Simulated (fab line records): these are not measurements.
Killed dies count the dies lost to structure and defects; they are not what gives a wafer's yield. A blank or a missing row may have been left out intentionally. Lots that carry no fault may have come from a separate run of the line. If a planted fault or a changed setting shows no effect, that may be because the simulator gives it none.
Which tool is to blame? :: flow n5 finfet :: Sampling: 15 lots, 45 wafers, 5 of 1938 route steps

## WHAT THE GAUGES READ, wafer by wafer
N5_SDB_THK_MEAS_31. Usual: SDB_THK typically reads 64.2 nm, with standard deviation 1.3.
lot: L372
measured: day 4 11:12
on: film metro-01
SDB_THK (nm): 63.8 64.2 64.1
flag: 

lot: L373
measured: day 4 16:25
on: film metro-02
SDB_THK (nm): 62.3 64.1 63.7
flag: 

lot: L375
measured: day 5 08:52
on: film metro-01
SDB_THK (nm): 64.5 67.3 65.0
flag: 

lot: L376
measured: day 5 13:48
on: film metro-01
SDB_THK (nm): 64.0 64.5 64.8
flag: 

lot: L377
measured: day 5 19:40
on: film metro-02
SDB_THK (nm): 66.0 64.5 66.9
flag: 

lot: L378
measured: day 6 05:56
on: film metro-02
SDB_THK (nm): 63.3 63.0 63.1
flag: 

lot: L379
measured: day 6 07:37
on: film metro-02
SDB_THK (nm): 64.1 65.2 65.5
flag: 

lot: L380
measured: day 6 14:50
on: film metro-02
SDB_THK (nm): 64.3 63.0 61.6
flag: 

lot: L383
measured: day 7 07:05
on: film metro-01
SDB_THK (nm): 63.8 64.8 64.4
flag: 

lot: L386
measured: day 8 00:20
on: film metro-02
SDB_THK (nm): 64.4 64.4 65.6
flag: 

lot: L387
measured: day 8 04:25
on: film metro-02
SDB_THK (nm): 64.8 64.0 63.3
flag: 

lot: L388
measured: day 8 12:56
on: film metro-02
SDB_THK (nm): 63.5 64.0 65.2
flag: 

lot: L391
measured: day 9 05:01
on: film metro-01
SDB_THK (nm): 64.2 65.3 64.7
flag: 

lot: L392
measured: day 9 17:57
on: film metro-02
SDB_THK (nm): 64.2 63.9 63.8
flag: 

lot: L393
measured: day 9 18:16
on: film metro-01
SDB_THK (nm): 64.9 64.5 63.2
flag: 

N5_HKMG_FIN_INSPECT_14: inspects for defects (macro). Usual: raw defect count at 1.9, with a standard deviation of 1.3.
lot: L372
measured: day 4 17:10
on: defect inspect-01
raw defect count: 1 0 1
flag: 

lot: L373
measured: day 4 22:04
on: defect inspect-02
raw defect count: 0 2 1
flag: 

lot: L375
measured: day 5 14:37
on: defect inspect-01
raw defect count: 1 1 3
flag: 

lot: L376
measured: day 5 19:10
on: defect inspect-02
raw defect count: 1 2 0
flag: 

lot: L377
measured: day 6 01:17
on: defect inspect-02
raw defect count: 2 3 0
flag: 

lot: L378
measured: day 6 11:49
on: defect inspect-02
raw defect count: 4 3 0
flag: 

lot: L379
measured: day 6 13:29
on: defect inspect-02
raw defect count: 0 3 3
flag: 

lot: L380
measured: day 6 20:20
on: defect inspect-02
raw defect count: 1 4 2
flag: 

lot: L383
measured: day 7 12:16
on: defect inspect-02
raw defect count: 2 1 1
flag: 

lot: L386
measured: day 8 05:40
on: defect inspect-01
raw defect count: 2 1 1
flag: 

lot: L387
measured: day 8 09:38
on: defect inspect-01
raw defect count: 1 4 4
flag: 

lot: L388
measured: day 8 17:58
on: defect inspect-02
raw defect count: 3 0 2
flag: 

lot: L391
measured: day 9 10:42
on: defect inspect-02
raw defect count: 2 2 2
flag: 

lot: L392
measured: day 9 23:02
on: defect inspect-01
raw defect count: 1 4 0
flag: 

lot: L393
measured: day 9 23:44
on: defect inspect-01
raw defect count: 1 2 3
flag: 

N5_BEOL_M4_RC_MEAS_101. Usual: DIBL_N 35.8 mV/V, standard deviation 1.7; DIBL_P 35.3 mV/V, standard deviation 2; EOT_P 10.49, standard deviation 0.094; IGATE_P 0.0036 nA/um, standard deviation 0.00053; IOFF_N 0.150 nA/um, standard deviation 0.026; IOFF_N_85C 3.0 nA/um, standard deviation 0.44; IOFF_N_LIN 0.070 nA/um, standard deviation 0.0098; IOFF_N_LONG 5.58e-05 nA/um, standard deviation 2.1e-06; IOFF_P 0.194 nA/um, standard deviation 0.029; IOFF_P_85C 3.4 nA/um, standard deviation 0.42; IOFF_P_LIN 0.093 nA/um, standard deviation 0.011; IOFF_P_LONG 0.000102 nA/um, standard deviation 8.2e-06; ION_N 667 uA/um, standard deviation 11; ION_P 456 uA/um, standard deviation 7.1; SS_N 71.4 mV/dec, standard deviation 0.65; SS_P 73.1 mV/dec, standard deviation 0.64; VT_N 251 mV, standard deviation 3; VT_N_LONG 274.4 mV, standard deviation 2.1; VT_N_LVT 99 mV, standard deviation 3.1; VT_P -252 mV, standard deviation 3.2; VT_P_LONG -276.3 mV, standard deviation 2.6; VT_P_LVT -99.8 mV, standard deviation 2.3.
lot: L372
measured: day 10 07:59
on: prober-02
DIBL_N (mV/V): 36.1 36.0 37.7
DIBL_P (mV/V): 36.4 36.0 37.8
EOT_P: 10.57 10.41 10.64
IGATE_P (nA/um): 0.0029 0.0035 0.0030
IOFF_N (nA/um): 0.148 0.150 0.173
IOFF_N_85C (nA/um): 2.9 2.9 3.3
IOFF_N_LIN (nA/um): 0.071 0.072 0.080
IOFF_N_LONG (nA/um): 5.17e-05 5.35e-05 5.15e-05
IOFF_P (nA/um): 0.197 0.196 0.228
IOFF_P_85C (nA/um): 3.4 3.4 3.8
IOFF_P_LIN (nA/um): 0.094 0.094 0.104
IOFF_P_LONG (nA/um): 9.4e-05 9.5e-05 9.3e-05
ION_N (uA/um): 663 671 666
ION_P (uA/um): 452 462 457
SS_N (mV/dec): 71.0 71.1 72.4
SS_P (mV/dec): 73.3 73.4 74.0
VT_N (mV): 252 253 247
VT_N_LONG (mV): 277.7 275.3 278.6
VT_N_LVT (mV): 99 99 97
VT_P (mV): -252 -255 -250
VT_P_LONG (mV): -277.9 -279.5 -279.4
VT_P_LVT (mV): -100.0 -99.3 -98.6
flag: 

lot: L373
measured: day 10 23:08
on: prober-02
DIBL_N (mV/V): 36.3 35.5 35.1
DIBL_P (mV/V): 39.2 38.0 37.0
EOT_P: 10.44 10.52 10.40
IGATE_P (nA/um): 0.0039 0.0033 0.0038
IOFF_N (nA/um): 0.181 0.148 0.158
IOFF_N_85C (nA/um): 3.5 2.9 3.1
IOFF_N_LIN (nA/um): 0.083 0.070 0.073
IOFF_N_LONG (nA/um): 5.38e-05 5.44e-05 5.62e-05
IOFF_P (nA/um): 0.208 0.189 0.186
IOFF_P_85C (nA/um): 3.6 3.4 3.3
IOFF_P_LIN (nA/um): 0.095 0.090 0.090
IOFF_P_LONG (nA/um): 9e-05 9.4e-05 9.3e-05
ION_N (uA/um): 679 659 675
ION_P (uA/um): 459 453 458
SS_N (mV/dec): 71.7 72.0 71.8
SS_P (mV/dec): 73.6 73.9 72.7
VT_N (mV): 248 249 252
VT_N_LONG (mV): 275.2 275.6 274.4
VT_N_LVT (mV): 94 99 96
VT_P (mV): -252 -253 -253
VT_P_LONG (mV): -279.6 -277.1 -279.2
VT_P_LVT (mV): -97.9 -99.3 -99.7
flag: 

lot: L375
measured: day 11 08:04
on: prober-02
DIBL_N (mV/V): 33.9 31.8 34.2
DIBL_P (mV/V): 32.9 31.0 33.7
EOT_P: 10.46 10.47 10.37
IGATE_P (nA/um): 0.0043 0.0037 0.0037
IOFF_N (nA/um): 0.125 0.097 0.125
IOFF_N_85C (nA/um): 2.6 2.0 2.6
IOFF_N_LIN (nA/um): 0.059 0.049 0.060
IOFF_N_LONG (nA/um): 5.69e-05 5.58e-05 5.67e-05
IOFF_P (nA/um): 0.150 0.135 0.157
IOFF_P_85C (nA/um): 2.8 2.6 2.9
IOFF_P_LIN (nA/um): 0.078 0.074 0.081
IOFF_P_LONG (nA/um): 9.4e-05 0.000103 9.7e-05
ION_N (uA/um): 669 644 662
ION_P (uA/um): 448 443 453
SS_N (mV/dec): 71.4 69.8 71.0
SS_P (mV/dec): 72.4 72.2 72.5
VT_N (mV): 255 256 253
VT_N_LONG (mV): 274.1 276.4 276.4
VT_N_LVT (mV): 101 105 101
VT_P (mV): -255 -257 -254
VT_P_LONG (mV): -273.9 -276.8 -275.9
VT_P_LVT (mV): -103.2 -104.1 -102.6
flag: 

lot: L376
measured: day 11 20:26
on: prober-02
DIBL_N (mV/V): 34.8 35.6 34.6
DIBL_P (mV/V): 34.4 35.2 33.4
EOT_P: 10.46 10.68 10.65
IGATE_P (nA/um): 0.0033 0.0026 0.0030
IOFF_N (nA/um): 0.118 0.126 0.110
IOFF_N_85C (nA/um): 2.5 2.6 2.3
IOFF_N_LIN (nA/um): 0.058 0.061 0.053
IOFF_N_LONG (nA/um): 5.29e-05 5.29e-05 5.27e-05
IOFF_P (nA/um): 0.165 0.167 0.152
IOFF_P_85C (nA/um): 3.0 3.0 2.7
IOFF_P_LIN (nA/um): 0.081 0.082 0.076
IOFF_P_LONG (nA/um): 9.7e-05 9.4e-05 9e-05
ION_N (uA/um): 659 649 638
ION_P (uA/um): 450 448 445
SS_N (mV/dec): 70.4 71.1 70.9
SS_P (mV/dec): 72.9 72.2 72.4
VT_N (mV): 254 254 257
VT_N_LONG (mV): 273.7 277.9 276.4
VT_N_LVT (mV): 104 102 106
VT_P (mV): -255 -256 -259
VT_P_LONG (mV): -275.5 -280.6 -279.3
VT_P_LVT (mV): -104.0 -104.8 -105.7
flag: 

lot: L377
measured: day 12 05:59
on: prober-02
DIBL_N (mV/V): 34.0 32.6 36.1
DIBL_P (mV/V): 35.8 33.2 38.3
EOT_P: 10.47 10.35 10.44
IGATE_P (nA/um): 0.0039 0.0046 0.0039
IOFF_N (nA/um): 0.141 0.123 0.184
IOFF_N_85C (nA/um): 2.8 2.6 3.5
IOFF_N_LIN (nA/um): 0.069 0.060 0.085
IOFF_N_LONG (nA/um): 5.78e-05 5.84e-05 5.69e-05
IOFF_P (nA/um): 0.208 0.172 0.250
IOFF_P_85C (nA/um): 3.6 3.1 4.3
IOFF_P_LIN (nA/um): 0.102 0.091 0.119
IOFF_P_LONG (nA/um): 0.000113 0.00011 0.000115
ION_N (uA/um): 676 667 680
ION_P (uA/um): 468 458 468
SS_N (mV/dec): 70.9 70.8 71.3
SS_P (mV/dec): 72.7 71.9 73.2
VT_N (mV): 250 251 247
VT_N_LONG (mV): 271.4 270.5 272.1
VT_N_LVT (mV): 99 101 95
VT_P (mV): -249 -251 -243
VT_P_LONG (mV): -273.1 -274.7 -273.5
VT_P_LVT (mV): -96.7 -99.4 -94.4
flag: 

lot: L378
measured: day 12 09:15
on: prober-01
DIBL_N (mV/V): 36.8 36.0 36.3
DIBL_P (mV/V): 35.8 34.6 36.0
EOT_P: 10.55 10.48 10.42
IGATE_P (nA/um): 0.0039 0.0039 0.0040
IOFF_N (nA/um): 0.160 0.148 0.154
IOFF_N_85C (nA/um): 3.1 2.9 3.0
IOFF_N_LIN (nA/um): 0.074 0.067 0.072
IOFF_N_LONG (nA/um): 5.63e-05 5.7e-05 5.68e-05
IOFF_P (nA/um): 0.220 0.216 0.232
IOFF_P_85C (nA/um): 3.8 3.7 4.0
IOFF_P_LIN (nA/um): 0.108 0.106 0.112
IOFF_P_LONG (nA/um): 0.000113 0.000127 0.000116
ION_N (uA/um): 670 672 666
ION_P (uA/um): 466 463 463
SS_N (mV/dec): 71.6 71.1 71.7
SS_P (mV/dec): 73.3 73.3 73.3
VT_N (mV): 251 250 250
VT_N_LONG (mV): 274.7 274.1 271.5
VT_N_LVT (mV): 100 102 101
VT_P (mV): -246 -245 -246
VT_P_LONG (mV): -273.1 -273.9 -271.6
VT_P_LVT (mV): -99.8 -99.8 -98.7
flag: 

lot: L379
measured: day 12 13:01
on: prober-01
DIBL_N (mV/V): 34.5 33.9 35.6
DIBL_P (mV/V): 36.0 34.6 36.7
EOT_P: 10.48 10.53 10.39
IGATE_P (nA/um): 0.0034 0.0031 0.0038
IOFF_N (nA/um): 0.148 0.136 0.175
IOFF_N_85C (nA/um): 3.0 2.7 3.4
IOFF_N_LIN (nA/um): 0.072 0.065 0.081
IOFF_N_LONG (nA/um): 5.87e-05 5.74e-05 5.77e-05
IOFF_P (nA/um): 0.217 0.202 0.238
IOFF_P_85C (nA/um): 3.6 3.5 4.0
IOFF_P_LIN (nA/um): 0.102 0.097 0.110
IOFF_P_LONG (nA/um): 0.000111 0.000109 0.000104
ION_N (uA/um): 665 660 671
ION_P (uA/um): 464 463 462
SS_N (mV/dec): 71.5 70.9 71.9
SS_P (mV/dec): 73.9 72.9 73.8
VT_N (mV): 250 251 247
VT_N_LONG (mV): 271.1 272.4 271.8
VT_N_LVT (mV): 98 98 96
VT_P (mV): -247 -250 -246
VT_P_LONG (mV): -273.1 -275.0 -273.0
VT_P_LVT (mV): -97.5 -96.7 -95.9
flag: 

lot: L380
measured: day 12 12:49
on: prober-02
DIBL_N (mV/V): 33.9 35.7 36.5
DIBL_P (mV/V): 32.9 34.6 34.1
EOT_P: 10.62 10.61 10.49
IGATE_P (nA/um): 0.0027 0.0031 0.0034
IOFF_N (nA/um): 0.124 0.149 0.156
IOFF_N_85C (nA/um): 2.5 3.0 3.1
IOFF_N_LIN (nA/um): 0.062 0.072 0.071
IOFF_N_LONG (nA/um): 5.56e-05 5.59e-05 5.79e-05
IOFF_P (nA/um): 0.169 0.199 0.182
IOFF_P_85C (nA/um): 3.1 3.5 3.2
IOFF_P_LIN (nA/um): 0.086 0.097 0.090
IOFF_P_LONG (nA/um): 0.0001 0.000103 0.000104
ION_N (uA/um): 660 673 665
ION_P (uA/um): 451 465 450
SS_N (mV/dec): 71.0 70.5 70.8
SS_P (mV/dec): 72.6 72.7 72.6
VT_N (mV): 254 252 251
VT_N_LONG (mV): 272.3 274.2 273.7
VT_N_LVT (mV): 101 98 99
VT_P (mV): -252 -251 -254
VT_P_LONG (mV): -276.8 -274.9 -277.3
VT_P_LVT (mV): -102.6 -100.4 -101.5
flag: 

lot: L383
measured: day 12 22:57
on: prober-01
DIBL_N (mV/V): 35.4 36.5 36.5
DIBL_P (mV/V): 34.1 35.8 34.9
EOT_P: 10.65 10.50 10.53
IGATE_P (nA/um): 0.0025 0.0036 0.0033
IOFF_N (nA/um): 0.146 0.153 0.155
IOFF_N_85C (nA/um): 2.8 2.9 2.9
IOFF_N_LIN (nA/um): 0.067 0.070 0.069
IOFF_N_LONG (nA/um): 5.78e-05 5.62e-05 5.76e-05
IOFF_P (nA/um): 0.177 0.193 0.184
IOFF_P_85C (nA/um): 3.1 3.4 3.3
IOFF_P_LIN (nA/um): 0.088 0.091 0.089
IOFF_P_LONG (nA/um): 0.000102 0.0001 0.000101
ION_N (uA/um): 670 656 661
ION_P (uA/um): 454 447 453
SS_N (mV/dec): 71.3 72.2 71.7
SS_P (mV/dec): 72.7 72.5 73.5
VT_N (mV): 251 251 251
VT_N_LONG (mV): 274.0 276.5 274.4
VT_N_LVT (mV): 98 98 100
VT_P (mV): -253 -252 -252
VT_P_LONG (mV): -276.5 -276.8 -276.5
VT_P_LVT (mV): -100.8 -100.0 -100.5
flag: 

lot: L386
measured: day 14 01:35
on: prober-01
DIBL_N (mV/V): 34.5 34.4 36.1
DIBL_P (mV/V): 35.1 33.9 36.3
EOT_P: 11.06 10.73 10.91
IGATE_P (nA/um): 0.0005 0.0008 0.0007
IOFF_N (nA/um): 0.000 0.000 0.000
IOFF_N_85C (nA/um): 0.0 0.0 0.0
IOFF_N_LIN (nA/um): 0.000 0.000 0.000
IOFF_N_LONG (nA/um): 3.82e-05 3.85e-05 3.9e-05
IOFF_P (nA/um): 4.239 3.945 4.709
IOFF_P_85C (nA/um): 44.7 42.0 49.1
IOFF_P_LIN (nA/um): 2.056 1.931 2.157
IOFF_P_LONG (nA/um): 0.001168 0.001179 0.001163
ION_N (uA/um): 140 141 145
ION_P (uA/um): 569 564 568
SS_N (mV/dec): 71.1 70.8 71.9
SS_P (mV/dec): 73.9 73.0 73.0
VT_N (mV): 512 514 512
VT_N_LONG (mV): 517.6 523.5 522.0
VT_N_LVT (mV): 360 361 357
VT_P (mV): -163 -167 -164
VT_P_LONG (mV): -198.7 -200.3 -200.2
VT_P_LVT (mV): -13.6 -14.8 -12.4
flag: OFF

lot: L387
measured: day 14 15:55
on: prober-01
DIBL_N (mV/V): 38.3 34.6 37.8
DIBL_P (mV/V): 36.4 33.8 37.3
EOT_P: 11.09 10.86 10.89
IGATE_P (nA/um): 0.0005 0.0007 0.0007
IOFF_N (nA/um): 0.000 0.000 0.000
IOFF_N_85C (nA/um): 0.0 0.0 0.0
IOFF_N_LIN (nA/um): 0.000 0.000 0.000
IOFF_N_LONG (nA/um): 4.02e-05 3.93e-05 3.93e-05
IOFF_P (nA/um): 4.393 3.620 4.624
IOFF_P_85C (nA/um): 47.2 39.7 49.3
IOFF_P_LIN (nA/um): 2.150 1.846 2.225
IOFF_P_LONG (nA/um): 0.001102 0.001106 0.001112
ION_N (uA/um): 156 156 157
ION_P (uA/um): 562 573 576
SS_N (mV/dec): 72.7 70.5 71.2
SS_P (mV/dec): 73.6 71.9 72.8
VT_N (mV): 497 501 502
VT_N_LONG (mV): 512.2 515.1 517.6
VT_N_LVT (mV): 349 350 348
VT_P (mV): -165 -166 -164
VT_P_LONG (mV): -201.0 -201.8 -201.9
VT_P_LVT (mV): -11.4 -13.4 -10.3
flag: OFF

lot: L388
measured: day 14 15:12
on: prober-02
DIBL_N (mV/V): 36.4 35.6 38.0
DIBL_P (mV/V): 35.8 35.5 38.2
EOT_P: 10.83 10.72 10.78
IGATE_P (nA/um): 0.0006 0.0008 0.0008
IOFF_N (nA/um): 0.000 0.000 0.000
IOFF_N_85C (nA/um): 0.0 0.0 0.0
IOFF_N_LIN (nA/um): 0.000 0.000 0.000
IOFF_N_LONG (nA/um): 3.97e-05 3.93e-05 3.98e-05
IOFF_P (nA/um): 3.837 3.741 4.587
IOFF_P_85C (nA/um): 41.8 41.2 48.5
IOFF_P_LIN (nA/um): 1.819 1.812 2.073
IOFF_P_LONG (nA/um): 0.001024 0.001051 0.001028
ION_N (uA/um): 144 148 151
ION_P (uA/um): 547 564 571
SS_N (mV/dec): 72.4 71.5 72.3
SS_P (mV/dec): 73.6 73.6 74.5
VT_N (mV): 512 505 504
VT_N_LONG (mV): 521.7 516.4 520.9
VT_N_LVT (mV): 358 357 351
VT_P (mV): -166 -167 -165
VT_P_LONG (mV): -205.2 -204.2 -204.6
VT_P_LVT (mV): -14.9 -14.9 -12.8
flag: OFF

lot: L391
measured: day 15 08:19
on: prober-01
DIBL_N (mV/V): 34.3 36.6 34.5
DIBL_P (mV/V): 34.8 37.6 35.9
EOT_P: 10.38 10.48 10.39
IGATE_P (nA/um): 0.0037 0.0033 0.0041
IOFF_N (nA/um): 0.117 0.153 0.129
IOFF_N_85C (nA/um): 2.4 3.0 2.6
IOFF_N_LIN (nA/um): 0.060 0.073 0.064
IOFF_N_LONG (nA/um): 5.44e-05 5.36e-05 5.31e-05
IOFF_P (nA/um): 0.170 0.217 0.184
IOFF_P_85C (nA/um): 3.0 3.7 3.2
IOFF_P_LIN (nA/um): 0.082 0.097 0.087
IOFF_P_LONG (nA/um): 0.000102 0.000103 9.7e-05
ION_N (uA/um): 668 666 674
ION_P (uA/um): 463 458 463
SS_N (mV/dec): 70.9 71.9 71.3
SS_P (mV/dec): 73.4 73.2 73.1
VT_N (mV): 255 253 252
VT_N_LONG (mV): 273.7 277.0 273.8
VT_N_LVT (mV): 101 101 100
VT_P (mV): -253 -251 -253
VT_P_LONG (mV): -276.7 -277.8 -278.7
VT_P_LVT (mV): -102.3 -99.5 -102.5
flag: 

lot: L392
measured: day 15 11:44
on: prober-02
DIBL_N (mV/V): 37.6 36.5 36.8
DIBL_P (mV/V): 35.2 35.3 36.0
EOT_P: 10.60 10.57 10.56
IGATE_P (nA/um): 0.0032 0.0034 0.0039
IOFF_N (nA/um): 0.177 0.159 0.167
IOFF_N_85C (nA/um): 3.4 3.1 3.3
IOFF_N_LIN (nA/um): 0.080 0.074 0.077
IOFF_N_LONG (nA/um): 5.77e-05 5.67e-05 5.64e-05
IOFF_P (nA/um): 0.217 0.212 0.225
IOFF_P_85C (nA/um): 3.7 3.7 3.9
IOFF_P_LIN (nA/um): 0.103 0.102 0.106
IOFF_P_LONG (nA/um): 0.000104 0.000103 0.0001
ION_N (uA/um): 680 669 679
ION_P (uA/um): 463 461 464
SS_N (mV/dec): 71.3 70.4 71.2
SS_P (mV/dec): 73.9 72.7 73.7
VT_N (mV): 248 250 250
VT_N_LONG (mV): 275.5 272.7 274.2
VT_N_LVT (mV): 96 98 99
VT_P (mV): -248 -250 -252
VT_P_LONG (mV): -274.0 -275.3 -275.3
VT_P_LVT (mV): -99.7 -100.5 -100.3
flag: 

lot: L393
measured: day 15 13:35
on: prober-02
DIBL_N (mV/V): 36.4 32.1 38.1
DIBL_P (mV/V): 37.8 30.6 38.0
EOT_P: 10.37 10.44 10.37
IGATE_P (nA/um): 0.0042 0.0039 0.0038
IOFF_N (nA/um): 0.167 0.103 0.195
IOFF_N_85C (nA/um): 3.3 2.2 3.7
IOFF_N_LIN (nA/um): 0.078 0.050 0.083
IOFF_N_LONG (nA/um): 5.44e-05 5.59e-05 5.67e-05
IOFF_P (nA/um): 0.192 0.114 0.186
IOFF_P_85C (nA/um): 3.4 2.2 3.4
IOFF_P_LIN (nA/um): 0.089 0.061 0.086
IOFF_P_LONG (nA/um): 8.7e-05 8.8e-05 8.6e-05
ION_N (uA/um): 676 649 674
ION_P (uA/um): 457 443 452
SS_N (mV/dec): 71.4 70.6 72.7
SS_P (mV/dec): 73.8 71.6 73.5
VT_N (mV): 247 255 247
VT_N_LONG (mV): 275.7 272.7 270.7
VT_N_LVT (mV): 93 101 94
VT_P (mV): -252 -260 -255
VT_P_LONG (mV): -281.2 -279.7 -278.9
VT_P_LVT (mV): -99.0 -105.5 -100.1
flag: 

## EACH LOT AND THE TOOL THAT RAN IT (in order: tool; ch and the chambers of the sampled wafers; start)
lot: L372
N5_HKMG_FIN_CVD_62: thermal cvd si-02 ch 0,2, day 4 14:55
N5_HKMG_FIN_WET_ETCH_65: wet bench-04 ch 1,2,4, day 4 15:49

lot: L373
N5_HKMG_FIN_CVD_62: thermal cvd si-01 ch 0,1, day 4 20:01
N5_HKMG_FIN_WET_ETCH_65: wet bench-02 ch 2,3,6, day 4 20:31

lot: L375
N5_HKMG_FIN_CVD_62: thermal cvd si-01 ch 1, day 5 12:18
N5_HKMG_FIN_WET_ETCH_65: wet bench-01 ch 1,3,6, day 5 13:25

lot: L376
N5_HKMG_FIN_CVD_62: thermal cvd si-02 ch 1,2, day 5 17:13
N5_HKMG_FIN_WET_ETCH_65: wet bench-01 ch 0,2,6, day 5 17:46

lot: L377
N5_HKMG_FIN_CVD_62: thermal cvd si-01 ch 1,2, day 5 23:33
N5_HKMG_FIN_WET_ETCH_65: wet bench-04 ch 0,1,2, day 5 23:58

lot: L378
N5_HKMG_FIN_CVD_62: thermal cvd si-02 ch 0,1, day 6 10:11
N5_HKMG_FIN_WET_ETCH_65: wet bench-02 ch 1,3,5, day 6 10:29

lot: L379
N5_HKMG_FIN_CVD_62: thermal cvd si-01 ch 0,1,2, day 6 11:34
N5_HKMG_FIN_WET_ETCH_65: wet bench-04 ch 1,2,5, day 6 11:54

lot: L380
N5_HKMG_FIN_CVD_62: thermal cvd si-02 ch 0,2, day 6 18:34
N5_HKMG_FIN_WET_ETCH_65: wet bench-04 ch 1,4,7, day 6 18:59

lot: L383
N5_HKMG_FIN_CVD_62: thermal cvd si-01 ch 1,2, day 7 10:40
N5_HKMG_FIN_WET_ETCH_65: wet bench-01 ch 0,1,6, day 7 11:04

lot: L386
N5_HKMG_FIN_CVD_62: thermal cvd si-02 ch 0,1,2, day 8 03:47
N5_HKMG_FIN_WET_ETCH_65: wet bench-02 ch 2,4,7, day 8 04:09

lot: L387
N5_HKMG_FIN_CVD_62: thermal cvd si-01 ch 0,1, day 8 07:55
N5_HKMG_FIN_WET_ETCH_65: wet bench-01 ch 0,1,3, day 8 08:19

lot: L388
N5_HKMG_FIN_CVD_62: thermal cvd si-02 ch 0,1,2, day 8 16:26
N5_HKMG_FIN_WET_ETCH_65: wet bench-01 ch 4,6,7, day 8 16:46

lot: L391
N5_HKMG_FIN_CVD_62: thermal cvd si-01 ch 0,1, day 9 08:55
N5_HKMG_FIN_WET_ETCH_65: wet bench-02 ch 1,2,3, day 9 09:23

lot: L392
N5_HKMG_FIN_CVD_62: thermal cvd si-02 ch 1,2, day 9 21:23
N5_HKMG_FIN_WET_ETCH_65: wet bench-01 ch 3,4,5, day 9 21:42

lot: L393
N5_HKMG_FIN_CVD_62: thermal cvd si-01 ch 0,1, day 9 22:10
N5_HKMG_FIN_WET_ETCH_65: wet bench-04 ch 0,4,7, day 9 22:33
- N5_HKMG_FIN_CVD_62: deposits a-Si from Si2H6, target thk 3 nm, time 20.8 s.
- N5_HKMG_FIN_WET_ETCH_65: etches a-Si in TMAH, stops on TiN, time 49 s, target depth 3 nm.

## AS READ BY THE TOOLS THEMSELVES (means over the sampled wafers that have a number; for cases with no such wafer, the mark the record gives instead)
N5_HKMG_FIN_CVD_62. Usual: heater power w 1366 W, standard deviation 130; susceptor temp C 500.01 C, standard deviation 0.28.
lot: L372
tool: thermal cvd si-02
heater power w (W): 1506
susceptor temp C (C): 499.84
flag: 

lot: L373
tool: thermal cvd si-01
heater power w (W): 1278
susceptor temp C (C): 500.34
flag: 

lot: L375
tool: thermal cvd si-01
heater power w (W): 1281
susceptor temp C (C): 499.57
flag: 

lot: L376
tool: thermal cvd si-02
heater power w (W): 1465
susceptor temp C (C): 500.08
flag: 

lot: L377
tool: thermal cvd si-01
heater power w (W): 1251
susceptor temp C (C): 500.28
flag: 

lot: L378
tool: thermal cvd si-02
heater power w (W): 1474
susceptor temp C (C): 500.17
flag: 

lot: L379
tool: thermal cvd si-01
heater power w (W): 1241
susceptor temp C (C): 500.14
flag: 

lot: L380
tool: thermal cvd si-02
heater power w (W): 1505
susceptor temp C (C): 500.18
flag: 

lot: L383
tool: thermal cvd si-01
heater power w (W): 1243
susceptor temp C (C): 499.98
flag: 

lot: L386
tool: thermal cvd si-02
heater power w (W): 1484
susceptor temp C (C): 500.12
flag: 

lot: L387
tool: thermal cvd si-01
heater power w (W): 1246
susceptor temp C (C): 500.01
flag: 

lot: L388
tool: thermal cvd si-02
heater power w (W): 1509
susceptor temp C (C): 499.86
flag: 

lot: L391
tool: thermal cvd si-01
heater power w (W): 1250
susceptor temp C (C): 500.18
flag: 

lot: L392
tool: thermal cvd si-02
heater power w (W): 1455
susceptor temp C (C): 500.09
flag: 

lot: L393
tool: thermal cvd si-01
heater power w (W): 1247
susceptor temp C (C): 500.15
flag: 

N5_HKMG_FIN_WET_ETCH_65. Usual: bath guard temp C 70.0 C, standard deviation 0.63; bath heat duty pct 13.2 %, standard deviation 1.6.
lot: L372
tool: wet bench-04
bath guard temp C (C): 70.3
bath heat duty pct (%): 13.4
flag: 

lot: L373
tool: wet bench-02
bath guard temp C (C): 70.1
bath heat duty pct (%): 12.5
flag: 

lot: L375
tool: wet bench-01
bath guard temp C (C): 69.5
bath heat duty pct (%): 15.2
flag: 

lot: L376
tool: wet bench-01
bath guard temp C (C): 69.7
bath heat duty pct (%): 14.6
flag: 

lot: L377
tool: wet bench-04
bath guard temp C (C): 70.9
bath heat duty pct (%): 14.3
flag: 

lot: L378
tool: wet bench-02
bath guard temp C (C): 69.8
bath heat duty pct (%): 13.9
flag: 

lot: L379
tool: wet bench-04
bath guard temp C (C): 70.2
bath heat duty pct (%): 14.1
flag: 

lot: L380
tool: wet bench-04
bath guard temp C (C): 69.7
bath heat duty pct (%): 11.6
flag: 

lot: L383
tool: wet bench-01
bath guard temp C (C): 69.9
bath heat duty pct (%): 14.3
flag: 

lot: L386
tool: wet bench-02
bath guard temp C (C): -
bath heat duty pct (%): -
flag: OFF

lot: L387
tool: wet bench-01
bath guard temp C (C): -
bath heat duty pct (%): -
flag: OFF

lot: L388
tool: wet bench-01
bath guard temp C (C): -
bath heat duty pct (%): -
flag: OFF

lot: L391
tool: wet bench-02
bath guard temp C (C): 69.5
bath heat duty pct (%): 13.9
flag: 

lot: L392
tool: wet bench-01
bath guard temp C (C): 70.0
bath heat duty pct (%): 13.9
flag: 

lot: L393
tool: wet bench-04
bath guard temp C (C): 70.0
bath heat duty pct (%): 12.0
flag: 

## THE ANSWER, worked out from the rows above alone
Rule: take the mean of a lot's wafers that have a number; if it is more than 3 standard deviations from the usual mean, the lot is off. Also off: a lot with no number at a reading for which 4 or more lots have one. All remaining lots with rows at the step are treated as sound. Order of review: gauges by route order, followed by the tools' own readings, for which a lot's mean as printed above is used. The first step at which some lot is off is used, and at that step the reading that is off furthest; a lot without a number counts as furthest.
Off: at N5_BEOL_M4_RC_MEAS_101 (IOFF_P_LIN), L386, L387, L388.
A tool fits if, at a process step before that reading, it ran every lot that is off, and no sound lot after the first of them. The gauges at N5_BEOL_M4_RC_MEAS_101 aren't tried: what is off there is off at N5_HKMG_FIN_WET_ETCH_65 too, on other tools, and a gauge's error can't cause that. No candidate that was tried fits.

## WHAT WAS PUT IN BY THE SIMULATOR
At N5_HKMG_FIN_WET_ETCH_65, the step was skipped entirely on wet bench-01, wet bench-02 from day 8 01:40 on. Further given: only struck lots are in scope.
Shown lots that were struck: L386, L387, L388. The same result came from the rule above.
